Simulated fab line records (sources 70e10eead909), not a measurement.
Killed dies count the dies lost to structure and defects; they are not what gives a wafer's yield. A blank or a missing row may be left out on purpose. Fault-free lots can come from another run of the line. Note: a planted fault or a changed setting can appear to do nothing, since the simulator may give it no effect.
fab line records || flow nand-harc
[record] {"lots": 6, "wafers": 18, "last-day": 32}
route steps=1302 shown A_WL_FILL@960
lots untouched by any fault: they come from a run of this same line in which no faults occurred
start-h: the number of hours between the record's first day and the start of the first shown wafer of the lot || wait-h: hours since the lot's step before || " as in the row above || L1.1+2: one row covering several wafers at once || - no value, or no start given || * or withheld: withheld || < > ~ a bound
route shown NAME@n: a module of which the file shows steps, and the number in the route of the first || usual: mean/standard deviation taken from wafers without a fault || same: alike in all rows || chamber/n: place in a boat || sites: the reading at each site || _std_site: the standard deviation of these || _edge_site: inner sites' mean taken away from outer sites' mean || radius-mm: for every site, how far away it sits from the centre of the wafer || mask NAME#n: copy n || behind: the tool/chamber that last shaped the wafer || hold: what put the lot on hold/how long, in hours/how the hold closed || device: whichever transistor did not switch (one of n, p or np) || end of line: tests run on the same wafers once the route is complete || for a step that has no rows: nothing shown but its recipe || killed: count of dies lost to structure and defects at first sort (not the wafer's yield) || map: a wafer's dies, marking killed ones x, the rest . and places with no die _
set.NAME: the setting as run; set.NAME@STEP: as run at that earlier step || model.NAME: the simulator's own value behind a step, which no gauge read
lots at selected steps of the route; one table per step, one row per wafer
services: the hour from which a tool's chamber was out of use, counted from the record's first day as start-h (under 0 if before that day), plus the number of hours and why
[[steps]]
[step NHARC_A_WL_FILL_STRIP_28]
[recipe] {"time-s": 1200, "temp-c": 72.5, "chemistry": "post-etch-residue-remover"}
[step NHARC_A_WL_FILL_PRECLEAN_06]
[recipe] {"time-s": 300, "chemistry": "DIW"}
[step NHARC_A_WL_FILL_SRD_07]
[step NHARC_A_WL_FILL_ANNEAL_08]
[recipe] {"temp-c": 450, "time-s": 1800}
[step NHARC_A_WL_FILL_ALD_10]
[recipe] {"target-thk-a": 500, "pulse-time-s": 10, "ald-cycles": 500, "temp-c": 300, "material": "SiO2"}
[usual] {"heater-power-w": "472/44", "precursor-pulse-height-rel": "0.998/0.022"}
[same] {"ald-cycles": 500}
{"lot.wafer": "L803.1", "tool": "ald-hk-01", "chamber": 1, "start-h": 517.92, "wait-h": 1.6, "heater-power-w": 500, "precursor-pulse-height-rel": 1.021}
{"lot.wafer": "L803.5", "tool": "ald-hk-01", "chamber": 2, "start-h": 517.92, "wait-h": 1.6, "heater-power-w": 505, "precursor-pulse-height-rel": 0.973}
{"lot.wafer": "L803.6", "tool": "ald-hk-01", "chamber": 3, "start-h": 517.92, "wait-h": 1.6, "heater-power-w": 398, "precursor-pulse-height-rel": 1.007}
{"lot.wafer": "L802.2", "tool": "ald-hk-02", "chamber": 2, "start-h": 519.99, "wait-h": 3.7, "heater-power-w": 504, "precursor-pulse-height-rel": 0.958}
{"lot.wafer": "L802.6", "tool": "ald-hk-02", "chamber": 3, "start-h": 519.99, "wait-h": 3.7, "heater-power-w": 470, "precursor-pulse-height-rel": 1.002}
{"lot.wafer": "L802.5", "tool": "ald-hk-02", "chamber": 0, "start-h": 519.99, "wait-h": 3.7, "heater-power-w": 509, "precursor-pulse-height-rel": 0.985}
{"lot.wafer": "L810.2", "tool": "ald-hk-01", "chamber": 0, "start-h": 591.13, "wait-h": 0.1, "heater-power-w": 379, "precursor-pulse-height-rel": 0.989}
{"lot.wafer": "L810.3", "tool": "ald-hk-01", "chamber": 1, "start-h": 591.13, "wait-h": 0.1, "heater-power-w": 501, "precursor-pulse-height-rel": 1.031}
{"lot.wafer": "L810.4", "tool": "ald-hk-01", "chamber": 2, "start-h": 591.13, "wait-h": 0.1, "heater-power-w": 497, "precursor-pulse-height-rel": 0.982}
{"lot.wafer": "L811.2", "tool": "ald-hk-04", "chamber": 3, "start-h": 610.28, "wait-h": 1.3, "heater-power-w": 457, "precursor-pulse-height-rel": 1.019}
{"lot.wafer": "L811.4", "tool": "ald-hk-04", "chamber": 1, "start-h": 611.31, "wait-h": 2.4, "heater-power-w": 476, "precursor-pulse-height-rel": 0.961}
{"lot.wafer": "L811.3", "tool": "ald-hk-04", "chamber": 2, "start-h": 611.31, "wait-h": 2.4, "heater-power-w": 500, "precursor-pulse-height-rel": 0.964}
{"lot.wafer": "L817.4", "tool": "ald-hk-04", "chamber": 2, "start-h": 668.92, "wait-h": 0.1, "heater-power-w": 475, "precursor-pulse-height-rel": 0.999}
{"lot.wafer": "L817.1", "tool": "ald-hk-04", "chamber": 0, "start-h": 669.97, "wait-h": 1.1, "heater-power-w": 493, "precursor-pulse-height-rel": 0.966}
{"lot.wafer": "L817.6", "tool": "ald-hk-04", "chamber": 2, "start-h": 671.02, "wait-h": 2.1, "heater-power-w": 491, "precursor-pulse-height-rel": 1.009}
{"lot.wafer": "L818.1", "tool": "ald-hk-04", "chamber": 3, "start-h": 684.73, "wait-h": 1.1, "heater-power-w": 439, "precursor-pulse-height-rel": 1.014}
{"lot.wafer": "L818.2", "tool": "ald-hk-04", "chamber": 0, "start-h": 684.73, "wait-h": 1.1, "heater-power-w": 488, "precursor-pulse-height-rel": 1.008}
{"lot.wafer": "L818.5", "tool": "ald-hk-04", "chamber": 2, "start-h": 686.25, "wait-h": 2.6, "heater-power-w": 486, "precursor-pulse-height-rel": 0.992}
[step NHARC_A_WL_FILL_ETCHBACK_16]
[recipe] {"target-depth-a": 1200, "time-s": 24, "c4f8-flow-sccm": "withheld", "o2-flow-sccm": 8, "ar-flow-sccm": "withheld", "rf-w": 600, "bias-w": 800, "chemistry": "C4F8/O2/Ar"}
[usual] {"oes-product-au": "0.978/0.028", "rf-fwd-power-W": "590/3.1", "rf-vpp-V": "724/4.4", "run-length-s": "45.5/0.37"}
[same] {"time-s": 24}
{"lot.wafer": "L803.1", "tool": "rie-diel-04", "chamber": 2, "start-h": "-", "wait-h": "-", "oes-product-au": 0.923, "rf-fwd-power-W": 594, "rf-hours-counter-h": 3.7, "rf-vpp-V": 726, "run-length-s": 45.5}
{"lot.wafer": "L803.5", "tool": "rie-diel-04", "chamber": 1, "start-h": "-", "wait-h": "-", "oes-product-au": 0.919, "rf-fwd-power-W": 585, "rf-hours-counter-h": "-", "rf-vpp-V": 730, "run-length-s": 45.1}
{"lot.wafer": "L803.6", "tool": "rie-diel-04", "chamber": 2, "start-h": "-", "wait-h": "-", "oes-product-au": 0.916, "rf-fwd-power-W": 593, "rf-hours-counter-h": "-", "rf-vpp-V": 725, "run-length-s": 45.5}
{"lot.wafer": "L802.2", "tool": "rie-diel-06", "chamber": 3, "start-h": "-", "wait-h": "-", "oes-product-au": 0.982, "rf-fwd-power-W": 585, "rf-hours-counter-h": 1.1, "rf-vpp-V": 729, "run-length-s": 45.4}
{"lot.wafer": "L802.6", "tool": "rie-diel-06", "chamber": 1, "start-h": "-", "wait-h": "-", "oes-product-au": 0.988, "rf-fwd-power-W": 593, "rf-hours-counter-h": "-", "rf-vpp-V": 729, "run-length-s": 45.9}
{"lot.wafer": "L802.5", "tool": "rie-diel-06", "chamber": 2, "start-h": "-", "wait-h": "-", "oes-product-au": 0.972, "rf-fwd-power-W": 584, "rf-hours-counter-h": "-", "rf-vpp-V": 720, "run-length-s": 45.3}
{"lot.wafer": "L810.2", "tool": "rie-diel-04", "chamber": 2, "start-h": "-", "wait-h": "-", "oes-product-au": 0.970, "rf-fwd-power-W": 590, "rf-hours-counter-h": 1.7, "rf-vpp-V": 725, "run-length-s": 45.8}
{"lot.wafer": "L810.3", "tool": "rie-diel-04", "chamber": 3, "start-h": "-", "wait-h": "-", "oes-product-au": 0.995, "rf-fwd-power-W": 594, "rf-hours-counter-h": 1.5, "rf-vpp-V": 724, "run-length-s": 45.2}
{"lot.wafer": "L810.4", "tool": "rie-diel-04", "chamber": 1, "start-h": "-", "wait-h": "-", "oes-product-au": 1.010, "rf-fwd-power-W": 586, "rf-hours-counter-h": 1.5, "rf-vpp-V": 729, "run-length-s": 45.5}
{"lot.wafer": "L811.2", "tool": "rie-diel-06", "chamber": 3, "start-h": "-", "wait-h": "-", "oes-product-au": 0.978, "rf-fwd-power-W": 589, "rf-hours-counter-h": 5.2, "rf-vpp-V": 728, "run-length-s": 45.4}
{"lot.wafer": "L811.3", "tool": "rie-diel-06", "chamber": 0, "start-h": "-", "wait-h": "-", "oes-product-au": 1.003, "rf-fwd-power-W": 587, "rf-hours-counter-h": 5.2, "rf-vpp-V": 724, "run-length-s": 45.4}
{"lot.wafer": "L811.4", "tool": "rie-diel-06", "chamber": 1, "start-h": "-", "wait-h": "-", "oes-product-au": 0.977, "rf-fwd-power-W": 592, "rf-hours-counter-h": 4.9, "rf-vpp-V": 727, "run-length-s": 45.8}
{"lot.wafer": "L817.1", "tool": "rie-diel-06", "chamber": 3, "start-h": "-", "wait-h": "-", "oes-product-au": 0.996, "rf-fwd-power-W": 586, "rf-hours-counter-h": 0.1, "rf-vpp-V": 730, "run-length-s": 45.8}
{"lot.wafer": "L817.4", "tool": "rie-diel-06", "chamber": 1, "start-h": "-", "wait-h": "-", "oes-product-au": 1.003, "rf-fwd-power-W": 590, "rf-hours-counter-h": 0.1, "rf-vpp-V": 727, "run-length-s": 46.2}
{"lot.wafer": "L817.6", "tool": "rie-diel-06", "chamber": 3, "start-h": "-", "wait-h": "-", "oes-product-au": 0.989, "rf-fwd-power-W": 586, "rf-hours-counter-h": "-", "rf-vpp-V": 728, "run-length-s": 45.4}
{"lot.wafer": "L818.2", "tool": "rie-diel-13", "chamber": 1, "start-h": "-", "wait-h": "-", "oes-product-au": 0.949, "rf-fwd-power-W": 589, "rf-hours-counter-h": 5.2, "rf-vpp-V": 717, "run-length-s": 46.0}
{"lot.wafer": "L818.1", "tool": "rie-diel-13", "chamber": 0, "start-h": "-", "wait-h": "-", "oes-product-au": 0.923, "rf-fwd-power-W": 595, "rf-hours-counter-h": 5.8, "rf-vpp-V": 717, "run-length-s": 45.4}
{"lot.wafer": "L818.5", "tool": "rie-diel-13", "chamber": 2, "start-h": "-", "wait-h": "-", "oes-product-au": 0.927, "rf-fwd-power-W": 592, "rf-hours-counter-h": "-", "rf-vpp-V": 729, "run-length-s": 45.9}
[step NHARC_A_WL_FILL_STRIP_29]
[recipe] {"time-s": 20, "o2-flow-sccm": 500, "ar-flow-sccm": 0, "bias-w": 0, "chemistry": "O2"}
[usual] {"drypump-motor-current-A": "5.34/0.29", "oes-product-au": "0.996/0.012", "rf-vpp-V": "57.9/0.93", "showerhead-plenum-p-Torr": "3.54/0.15", "throttle-valve-pct": "17.036/0.01"}
[same] {"time-s": 20}
{"lot.wafer": "L803.1", "tool": "rie-diel-04", "chamber": 0, "start-h": 521.15, "wait-h": 0.1, "drypump-motor-current-A": 4.87, "oes-product-au": 0.989, "rf-hours-counter-h": 3.4, "rf-vpp-V": 57.5, "showerhead-plenum-p-Torr": 3.56, "throttle-valve-pct": 17.040}
{"lot.wafer": "L803.6", "tool": "rie-diel-04", "chamber": 2, "start-h": 521.15, "wait-h": 0.1, "drypump-motor-current-A": 5.57, "oes-product-au": 0.998, "rf-hours-counter-h": "-", "rf-vpp-V": 58.7, "showerhead-plenum-p-Torr": 3.61, "throttle-valve-pct": 17.038}
{"lot.wafer": "L803.5", "tool": "rie-diel-04", "chamber": 3, "start-h": 521.15, "wait-h": 0.1, "drypump-motor-current-A": 5.57, "oes-product-au": 0.993, "rf-hours-counter-h": "-", "rf-vpp-V": 57.5, "showerhead-plenum-p-Torr": 3.52, "throttle-valve-pct": 17.024}
{"lot.wafer": "L802.2", "tool": "rie-diel-06", "chamber": 0, "start-h": 523.18, "wait-h": 0.1, "drypump-motor-current-A": 5.27, "oes-product-au": 1.002, "rf-hours-counter-h": 1.3, "rf-vpp-V": 56.9, "showerhead-plenum-p-Torr": 3.53, "throttle-valve-pct": 17.043}
{"lot.wafer": "L802.6", "tool": "rie-diel-06", "chamber": 2, "start-h": 523.18, "wait-h": 0.1, "drypump-motor-current-A": 5.36, "oes-product-au": 0.995, "rf-hours-counter-h": "-", "rf-vpp-V": 58.2, "showerhead-plenum-p-Torr": 3.43, "throttle-valve-pct": 17.026}
{"lot.wafer": "L802.5", "tool": "rie-diel-06", "chamber": 3, "start-h": 523.18, "wait-h": 0.1, "drypump-motor-current-A": 5.53, "oes-product-au": 0.997, "rf-hours-counter-h": "-", "rf-vpp-V": 58.4, "showerhead-plenum-p-Torr": 3.69, "throttle-valve-pct": 17.042}
{"lot.wafer": "L810.4", "tool": "rie-diel-04", "chamber": 2, "start-h": 595.87, "wait-h": 0.1, "drypump-motor-current-A": 5.58, "oes-product-au": 0.977, "rf-hours-counter-h": 1.7, "rf-vpp-V": 58.3, "showerhead-plenum-p-Torr": 3.61, "throttle-valve-pct": 17.029}
{"lot.wafer": "L810.2", "tool": "rie-diel-04", "chamber": 3, "start-h": 595.87, "wait-h": 0.1, "drypump-motor-current-A": 5.54, "oes-product-au": 0.980, "rf-hours-counter-h": 1.5, "rf-vpp-V": 57.8, "showerhead-plenum-p-Torr": 3.52, "throttle-valve-pct": 17.023}
{"lot.wafer": "L810.3", "tool": "rie-diel-04", "chamber": 0, "start-h": 595.87, "wait-h": 0.1, "drypump-motor-current-A": 4.87, "oes-product-au": 0.977, "rf-hours-counter-h": 1.3, "rf-vpp-V": 57.2, "showerhead-plenum-p-Torr": 3.56, "throttle-valve-pct": 17.048}
{"lot.wafer": "L811.2", "tool": "rie-diel-06", "chamber": 2, "start-h": 615.05, "wait-h": 0.1, "drypump-motor-current-A": 5.37, "oes-product-au": 0.989, "rf-hours-counter-h": 4.5, "rf-vpp-V": 57.9, "showerhead-plenum-p-Torr": 3.43, "throttle-valve-pct": 17.030}
{"lot.wafer": "L811.3", "tool": "rie-diel-06", "chamber": 3, "start-h": 615.05, "wait-h": 0.1, "drypump-motor-current-A": 5.52, "oes-product-au": 0.990, "rf-hours-counter-h": 5.3, "rf-vpp-V": 60.3, "showerhead-plenum-p-Torr": 3.69, "throttle-valve-pct": 17.024}
{"lot.wafer": "L811.4", "tool": "rie-diel-06", "chamber": 1, "start-h": 615.05, "wait-h": 0.1, "drypump-motor-current-A": 5.04, "oes-product-au": 0.989, "rf-hours-counter-h": 4.9, "rf-vpp-V": 58.0, "showerhead-plenum-p-Torr": 3.66, "throttle-valve-pct": 17.038}
{"lot.wafer": "L817.1", "tool": "rie-diel-06", "chamber": 1, "start-h": 673.71, "wait-h": 0.1, "drypump-motor-current-A": 5.05, "oes-product-au": 0.997, "rf-hours-counter-h": 0.1, "rf-vpp-V": 57.5, "showerhead-plenum-p-Torr": 3.66, "throttle-valve-pct": 17.033}
{"lot.wafer": "L817.4", "tool": "rie-diel-06", "chamber": 3, "start-h": 673.71, "wait-h": 0.1, "drypump-motor-current-A": 5.51, "oes-product-au": 1.000, "rf-hours-counter-h": 0.1, "rf-vpp-V": 59.3, "showerhead-plenum-p-Torr": 3.69, "throttle-valve-pct": 17.032}
{"lot.wafer": "L817.6", "tool": "rie-diel-06", "chamber": 1, "start-h": 673.71, "wait-h": 0.1, "drypump-motor-current-A": 5.05, "oes-product-au": 0.993, "rf-hours-counter-h": "-", "rf-vpp-V": 58.1, "showerhead-plenum-p-Torr": 3.66, "throttle-valve-pct": 17.043}
{"lot.wafer": "L818.1", "tool": "rie-diel-13", "chamber": 3, "start-h": 688.42, "wait-h": 0.1, "drypump-motor-current-A": 5.34, "oes-product-au": 1.000, "rf-hours-counter-h": 5.8, "rf-vpp-V": 58.2, "showerhead-plenum-p-Torr": 3.32, "throttle-valve-pct": 17.031}
{"lot.wafer": "L818.2", "tool": "rie-diel-13", "chamber": 0, "start-h": 688.42, "wait-h": 0.1, "drypump-motor-current-A": 4.79, "oes-product-au": 1.010, "rf-hours-counter-h": 5.9, "rf-vpp-V": 57.6, "showerhead-plenum-p-Torr": 3.32, "throttle-valve-pct": 17.038}
{"lot.wafer": "L818.5", "tool": "rie-diel-13", "chamber": 3, "start-h": 688.42, "wait-h": 0.1, "drypump-motor-current-A": 5.33, "oes-product-au": 1.003, "rf-hours-counter-h": "-", "rf-vpp-V": 57.5, "showerhead-plenum-p-Torr": 3.32, "throttle-valve-pct": 17.015}
[step NHARC_A_WL_FILL_ETCHBACK_17]
[recipe] {"target-depth-a": 40, "time-s": 26.7, "chemistry": "Cl2/BCl3"}
[usual] {"drypump-motor-current-A": "6.0/0.48", "oes-product-au": "1.001/0.01", "run-length-s": "48.1/0.51"}
[same] {"time-s": 26.7}
{"lot.wafer": "L803.1", "tool": "rie-metal-01", "chamber": 0, "start-h": 521.24, "wait-h": "-", "drypump-motor-current-A": 6.2, "oes-product-au": 0.976, "rf-hours-counter-h": 2.2, "run-length-s": 48.1}
{"lot.wafer": "L803.5", "tool": "rie-metal-01", "chamber": 1, "start-h": 521.24, "wait-h": "-", "drypump-motor-current-A": 4.8, "oes-product-au": 1.001, "rf-hours-counter-h": "-", "run-length-s": 48.1}
{"lot.wafer": "L803.6", "tool": "rie-metal-01", "chamber": 0, "start-h": 521.24, "wait-h": "-", "drypump-motor-current-A": 6.2, "oes-product-au": 0.974, "rf-hours-counter-h": "-", "run-length-s": 48.4}
{"lot.wafer": "L802.2", "tool": "rie-metal-02", "chamber": 1, "start-h": 523.28, "wait-h": "-", "drypump-motor-current-A": 5.5, "oes-product-au": 0.987, "rf-hours-counter-h": 1.5, "run-length-s": 47.4}
{"lot.wafer": "L802.5", "tool": "rie-metal-02", "chamber": 0, "start-h": 523.28, "wait-h": "-", "drypump-motor-current-A": 5.7, "oes-product-au": 1.010, "rf-hours-counter-h": "-", "run-length-s": 47.5}
{"lot.wafer": "L802.6", "tool": "rie-metal-02", "chamber": 1, "start-h": 523.28, "wait-h": "-", "drypump-motor-current-A": 5.5, "oes-product-au": 0.991, "rf-hours-counter-h": "-", "run-length-s": 47.0}
{"lot.wafer": "L810.2", "tool": "rie-metal-03", "chamber": 1, "start-h": 595.95, "wait-h": "-", "drypump-motor-current-A": 6.3, "oes-product-au": 0.994, "rf-hours-counter-h": 1.0, "run-length-s": 48.2}
{"lot.wafer": "L810.4", "tool": "rie-metal-03", "chamber": 1, "start-h": 595.95, "wait-h": "-", "drypump-motor-current-A": 6.3, "oes-product-au": 0.998, "rf-hours-counter-h": "-", "run-length-s": 48.3}
{"lot.wafer": "L810.3", "tool": "rie-metal-03", "chamber": 0, "start-h": 595.95, "wait-h": "-", "drypump-motor-current-A": 6.5, "oes-product-au": 1.027, "rf-hours-counter-h": "-", "run-length-s": 48.2}
{"lot.wafer": "L811.2", "tool": "rie-metal-01", "chamber": 0, "start-h": 615.15, "wait-h": "-", "drypump-motor-current-A": 6.2, "oes-product-au": 0.979, "rf-hours-counter-h": 0.9, "run-length-s": 48.2}
{"lot.wafer": "L811.4", "tool": "rie-metal-01", "chamber": 1, "start-h": 615.15, "wait-h": "-", "drypump-motor-current-A": 4.8, "oes-product-au": 1.005, "rf-hours-counter-h": "-", "run-length-s": 48.2}
{"lot.wafer": "L811.3", "tool": "rie-metal-01", "chamber": 0, "start-h": 615.15, "wait-h": "-", "drypump-motor-current-A": 6.3, "oes-product-au": 0.993, "rf-hours-counter-h": "-", "run-length-s": 48.6}
{"lot.wafer": "L817.1", "tool": "rie-metal-02", "chamber": 0, "start-h": 673.80, "wait-h": "-", "drypump-motor-current-A": 5.6, "oes-product-au": 0.992, "rf-hours-counter-h": 0.5, "run-length-s": 47.4}
{"lot.wafer": "L817.4", "tool": "rie-metal-02", "chamber": 0, "start-h": 673.80, "wait-h": "-", "drypump-motor-current-A": 5.7, "oes-product-au": 0.990, "rf-hours-counter-h": "-", "run-length-s": 47.5}
{"lot.wafer": "L817.6", "tool": "rie-metal-02", "chamber": 0, "start-h": 673.80, "wait-h": "-", "drypump-motor-current-A": 5.7, "oes-product-au": 0.995, "rf-hours-counter-h": "-", "run-length-s": 47.8}
{"lot.wafer": "L818.2", "tool": "rie-metal-03", "chamber": 1, "start-h": 688.50, "wait-h": "-", "drypump-motor-current-A": 6.3, "oes-product-au": 0.994, "rf-hours-counter-h": 2.1, "run-length-s": 48.3}
{"lot.wafer": "L818.1", "tool": "rie-metal-03", "chamber": 0, "start-h": 688.50, "wait-h": "-", "drypump-motor-current-A": 6.5, "oes-product-au": 0.999, "rf-hours-counter-h": 2.1, "run-length-s": 48.4}
{"lot.wafer": "L818.5", "tool": "rie-metal-03", "chamber": 0, "start-h": 688.50, "wait-h": "-", "drypump-motor-current-A": 6.5, "oes-product-au": 1.008, "rf-hours-counter-h": "-", "run-length-s": 48.2}
[step NHARC_A_WL_FILL_PRECLEAN_18]
[recipe] {"time-s": 30, "chemistry": "dHF"}
[step NHARC_A_WL_FILL_SRD_21]
[step NHARC_A_WL_FILL_CVD_23]
[recipe] {"target-thk-a": 400, "temp-c": 620, "pressure-mtorr": 200, "time-s": 800, "material": "poly-Si"}
[step NHARC_A_WL_FILL_ETCHBACK_26]
[recipe] {"target-depth-a": 520, "time-s": 13.3, "hbr-flow-sccm": 150, "rf-w": 350, "icp-w": 350, "bias-w": 60, "chemistry": "HBr"}
[usual] {"drypump-motor-current-A": "5.6/0.34", "oes-product-au": "0.999/0.013", "rf-fwd-power-W": "342.6/1.8", "run-length-s": "34.47/0.3", "throttle-valve-pct": "23.267/0.0081"}
{"lot.wafer": "L802.2", "tool": "rie-si-01", "chamber": 3, "start-h": 526.37, "wait-h": 0.4, "drypump-motor-current-A": 6.3, "oes-product-au": 0.980, "rf-fwd-power-W": 347.2, "rf-hours-counter-h": 1.1, "run-length-s": 34.83, "throttle-valve-pct": 23.269}
{"lot.wafer": "L802.5", "tool": "rie-si-01", "chamber": 1, "start-h": 526.37, "wait-h": 0.4, "drypump-motor-current-A": 5.6, "oes-product-au": 0.991, "rf-fwd-power-W": 343.8, "rf-hours-counter-h": "-", "run-length-s": 34.24, "throttle-valve-pct": 23.264}
{"lot.wafer": "L802.6", "tool": "rie-si-01", "chamber": 2, "start-h": 526.37, "wait-h": 0.4, "drypump-motor-current-A": 5.6, "oes-product-au": 1.009, "rf-fwd-power-W": 342.6, "rf-hours-counter-h": "-", "run-length-s": 34.76, "throttle-valve-pct": 23.282}
{"lot.wafer": "L803.1", "tool": "rie-si-06", "chamber": 0, "start-h": 526.38, "wait-h": 0.4, "drypump-motor-current-A": 5.2, "oes-product-au": 0.993, "rf-fwd-power-W": 342.7, "rf-hours-counter-h": 0.5, "run-length-s": 33.97, "throttle-valve-pct": 23.273}
{"lot.wafer": "L803.6", "tool": "rie-si-06", "chamber": 1, "start-h": 526.38, "wait-h": 0.4, "drypump-motor-current-A": 5.9, "oes-product-au": 1.005, "rf-fwd-power-W": 344.4, "rf-hours-counter-h": "-", "run-length-s": 34.60, "throttle-valve-pct": 23.273}
{"lot.wafer": "L803.5", "tool": "rie-si-06", "chamber": 2, "start-h": 526.38, "wait-h": 0.4, "drypump-motor-current-A": 5.1, "oes-product-au": 0.995, "rf-fwd-power-W": 342.3, "rf-hours-counter-h": "-", "run-length-s": 34.59, "throttle-valve-pct": 23.262}
{"lot.wafer": "L810.4", "tool": "rie-si-06", "chamber": 0, "start-h": 601.19, "wait-h": 0.4, "drypump-motor-current-A": 5.2, "oes-product-au": 0.983, "rf-fwd-power-W": 338.6, "rf-hours-counter-h": 0.9, "run-length-s": 34.27, "throttle-valve-pct": 23.267}
{"lot.wafer": "L810.3", "tool": "rie-si-06", "chamber": 1, "start-h": 601.19, "wait-h": 0.4, "drypump-motor-current-A": 6.0, "oes-product-au": 0.981, "rf-fwd-power-W": 344.3, "rf-hours-counter-h": 1.0, "run-length-s": 34.99, "throttle-valve-pct": 23.268}
{"lot.wafer": "L810.2", "tool": "rie-si-06", "chamber": 3, "start-h": 601.19, "wait-h": 0.4, "drypump-motor-current-A": 5.2, "oes-product-au": 1.013, "rf-fwd-power-W": 343.4, "rf-hours-counter-h": 0.8, "run-length-s": 34.29, "throttle-valve-pct": 23.273}
{"lot.wafer": "L811.2", "tool": "rie-si-06", "chamber": 3, "start-h": 618.95, "wait-h": 0.4, "drypump-motor-current-A": 5.2, "oes-product-au": 0.989, "rf-fwd-power-W": 343.4, "rf-hours-counter-h": 0.1, "run-length-s": 34.44, "throttle-valve-pct": 23.279}
{"lot.wafer": "L811.4", "tool": "rie-si-06", "chamber": 0, "start-h": 618.95, "wait-h": 0.4, "drypump-motor-current-A": 5.2, "oes-product-au": 0.981, "rf-fwd-power-W": 342.6, "rf-hours-counter-h": 0.1, "run-length-s": 34.01, "throttle-valve-pct": 23.259}
{"lot.wafer": "L811.3", "tool": "rie-si-06", "chamber": 1, "start-h": 618.95, "wait-h": 0.4, "drypump-motor-current-A": 6.0, "oes-product-au": 0.987, "rf-fwd-power-W": 342.8, "rf-hours-counter-h": 0.1, "run-length-s": 35.11, "throttle-valve-pct": 23.253}
{"lot.wafer": "L817.1", "tool": "rie-si-01", "chamber": 0, "start-h": 679.14, "wait-h": 0.4, "drypump-motor-current-A": 5.5, "oes-product-au": 1.007, "rf-fwd-power-W": "-", "rf-hours-counter-h": 0.7, "run-length-s": 30.88, "throttle-valve-pct": 23.276}
{"lot.wafer": "L817.6", "tool": "rie-si-01", "chamber": 0, "start-h": 679.14, "wait-h": 0.4, "drypump-motor-current-A": 5.5, "oes-product-au": 1.007, "rf-fwd-power-W": "-", "rf-hours-counter-h": "-", "run-length-s": 30.12, "throttle-valve-pct": 23.261}
{"lot.wafer": "L817.4", "tool": "rie-si-01", "chamber": 3, "start-h": 679.14, "wait-h": 0.4, "drypump-motor-current-A": 6.3, "oes-product-au": 0.971, "rf-fwd-power-W": "-", "rf-hours-counter-h": "-", "run-length-s": 30.67, "throttle-valve-pct": 23.257}
{"lot.wafer": "L818.1", "tool": "rie-si-01", "chamber": 2, "start-h": 693.76, "wait-h": 0.4, "drypump-motor-current-A": 5.6, "oes-product-au": 1.015, "rf-fwd-power-W": "-", "rf-hours-counter-h": 0.8, "run-length-s": 30.62, "throttle-valve-pct": 23.265}
{"lot.wafer": "L818.2", "tool": "rie-si-01", "chamber": 0, "start-h": 693.76, "wait-h": 0.4, "drypump-motor-current-A": 5.6, "oes-product-au": 1.006, "rf-fwd-power-W": "-", "rf-hours-counter-h": 0.7, "run-length-s": 29.89, "throttle-valve-pct": 23.275}
{"lot.wafer": "L818.5", "tool": "rie-si-01", "chamber": 2, "start-h": 693.76, "wait-h": 0.4, "drypump-motor-current-A": 5.6, "oes-product-au": 1.010, "rf-fwd-power-W": "-", "rf-hours-counter-h": "-", "run-length-s": 30.57, "throttle-valve-pct": 23.273}
[step NHARC_A_WL_FILL_PRECLEAN_30]
[recipe] {"time-s": 10, "chemistry": "dHF"}
[[services]]
{"tool": "rie-diel-06", "chamber": 2, "start-h": 501.97, "hours": 6.2, "kind": "repair"}
{"tool": "rie-metal-03", "chamber": "-", "start-h": 519.00, "hours": 9.0, "kind": "pm"}
{"tool": "rie-diel-13", "chamber": "-", "start-h": 519.01, "hours": 9.0, "kind": "pm"}
{"tool": "rie-diel-04", "chamber": "-", "start-h": 531.93, "hours": 9.0, "kind": "pm"}
{"tool": "rie-si-01", "chamber": 1, "start-h": 544.32, "hours": 10.0, "kind": "repair"}
{"tool": "rie-si-01", "chamber": "-", "start-h": 547.00, "hours": 9.0, "kind": "pm"}
{"tool": "rie-si-06", "chamber": 2, "start-h": 560.93, "hours": 10.1, "kind": "repair"}
{"tool": "rie-si-06", "chamber": "-", "start-h": 566.17, "hours": 0.2, "kind": "repair"}
{"tool": "rie-diel-06", "chamber": "-", "start-h": 573.84, "hours": 1.3, "kind": "repair"}
{"tool": "rie-si-06", "chamber": 2, "start-h": 585.08, "hours": 6.4, "kind": "repair"}
{"tool": "rie-diel-04", "chamber": 2, "start-h": 592.24, "hours": 2.4, "kind": "repair"}
{"tool": "rie-diel-06", "chamber": 1, "start-h": 597.23, "hours": 7.1, "kind": "repair"}
{"tool": "rie-si-06", "chamber": "-", "start-h": 603.00, "hours": 9.0, "kind": "pm"}
{"tool": "rie-si-01", "chamber": 1, "start-h": 606.64, "hours": 5.3, "kind": "repair"}
{"tool": "ald-hk-04", "chamber": "-", "start-h": 620.92, "hours": 10.0, "kind": "pm"}
{"tool": "rie-diel-04", "chamber": 2, "start-h": 636.21, "hours": 14.9, "kind": "repair"}
{"tool": "rie-si-01", "chamber": 2, "start-h": 652.42, "hours": 2.7, "kind": "repair"}
{"tool": "rie-si-01", "chamber": 0, "start-h": 654.48, "hours": 5.9, "kind": "repair"}
{"tool": "rie-diel-06", "chamber": "-", "start-h": 661.25, "hours": 9.0, "kind": "pm"}
{"tool": "ald-hk-04", "chamber": "-", "start-h": 665.37, "hours": 1.0, "kind": "repair"}
{"tool": "rie-diel-06", "chamber": 1, "start-h": 674.62, "hours": 6.2, "kind": "repair"}
{"tool": "rie-si-01", "chamber": 2, "start-h": 675.97, "hours": 9.2, "kind": "repair"}
{"tool": "rie-diel-04", "chamber": "-", "start-h": 679.39, "hours": 0.2, "kind": "repair"}
{"tool": "rie-diel-04", "chamber": 3, "start-h": 689.95, "hours": 8.6, "kind": "repair"}
[[key]]
[first-sign] {"step": "NHARC_A_WL_FILL_ETCHBACK_26", "reading": "run-length-s", "direction": "down", "sigmas": 14, "usual": "*", "struck": "*"}
effect none on later readings
met-at NHARC_A_WL_FILL_ETCHBACK_26
struck-wafers L817.1,L817.4,L817.6,L818.1,L818.2,L818.5
rows-end L817.1,L817.4,L817.6
tester-left-out L818
onset-between 526.37 679.14
[fault] {"kind": "process-parameter-drift", "tool": "rie-si-01", "chamber": "-", "onset-h": 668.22, "steps": "NHARC_A_WL_FILL_ETCHBACK_26", "channel": "time-s", "offset": "*", "shape": "step", "acts-in": "*", "stated": "*"}
// tester-left-out: of these lots the tester's yield and bins aren't shown, on N5 and GAA mostly nor the transistor test; their killed dies are dies lost to structure and defects alone, not to doping, threshold or leakage, so they don't give the yield
// rows-end: these wafers met a further fault down the route, and their rows from its step on are left out
